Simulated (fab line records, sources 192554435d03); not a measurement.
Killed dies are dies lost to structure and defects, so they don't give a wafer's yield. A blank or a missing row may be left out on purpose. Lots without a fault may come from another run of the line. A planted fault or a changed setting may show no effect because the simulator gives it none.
Which tool did it? | flow n5_finfet | 11 lots, 33 wafers sampled, at 1 step of a route of 1938

WHAT THE GAUGES READ, wafer by wafer
N5_BEOL_M9_INSPECT_58: inspects for defects (darkfield).
lot  | measured     | on                | raw_defect_count
L818 | day 9 14:40  | defect_inspect-01 | 45 36 50
L817 | day 9 15:07  | defect_inspect-01 | 76 108 90
L820 | day 10 14:46 | defect_inspect-02 | 70 61 49
L821 | day 10 15:04 | defect_inspect-02 | 95 52 70
L828 | day 13 03:41 | defect_inspect-02 | 47 82 75
L832 | day 14 02:21 | defect_inspect-01 | 79 53 73
L834 | day 14 13:01 | defect_inspect-02 | 106 40 87
L837 | day 15 11:38 | defect_inspect-01 | 37 48 37
L838 | day 15 23:46 | defect_inspect-02 | 138 99 106
L839 | day 16 04:52 | defect_inspect-02 | 84 50 44
L840 | day 16 20:04 | defect_inspect-01 | 92 31 73

WHICH TOOL RAN EACH LOT (tool, then ch and the chambers of the sampled wafers, then the start)
The record holds no process step before these readings.

WHAT THE TOOLS THEMSELVES READ (means of the sampled wafers that have a number; where no wafer has one, the mark that the record gives instead)
The record holds no such reading with a usual standard deviation.

THE ANSWER, worked out from the rows above alone
Rule: what is usual is taken from the lots themselves. Put in order of their means at a reading, lots are off if they are a third of the lots or fewer, leave a main group of 4 or more, and stand apart from it by a gap of 3 or more times the standard deviation of the main group's means; of several such gaps the widest counts. A main group whose means are all the same, to the digits that the tables above print for the reading, isn't used. A lot without any number at a reading at which 4 lots or more have one is off too. The other lots that the step has rows for count as sound. The gauges are gone through in route order, then the tools' own readings, and for those a lot's mean is taken as printed above. The first step at which some lot is off is used, and at that step the reading that is off furthest; a lot without a number counts as furthest.
No lot is off at any reading shown: from this, nothing can be told.

WHAT THE SIMULATOR HAD PUT IN
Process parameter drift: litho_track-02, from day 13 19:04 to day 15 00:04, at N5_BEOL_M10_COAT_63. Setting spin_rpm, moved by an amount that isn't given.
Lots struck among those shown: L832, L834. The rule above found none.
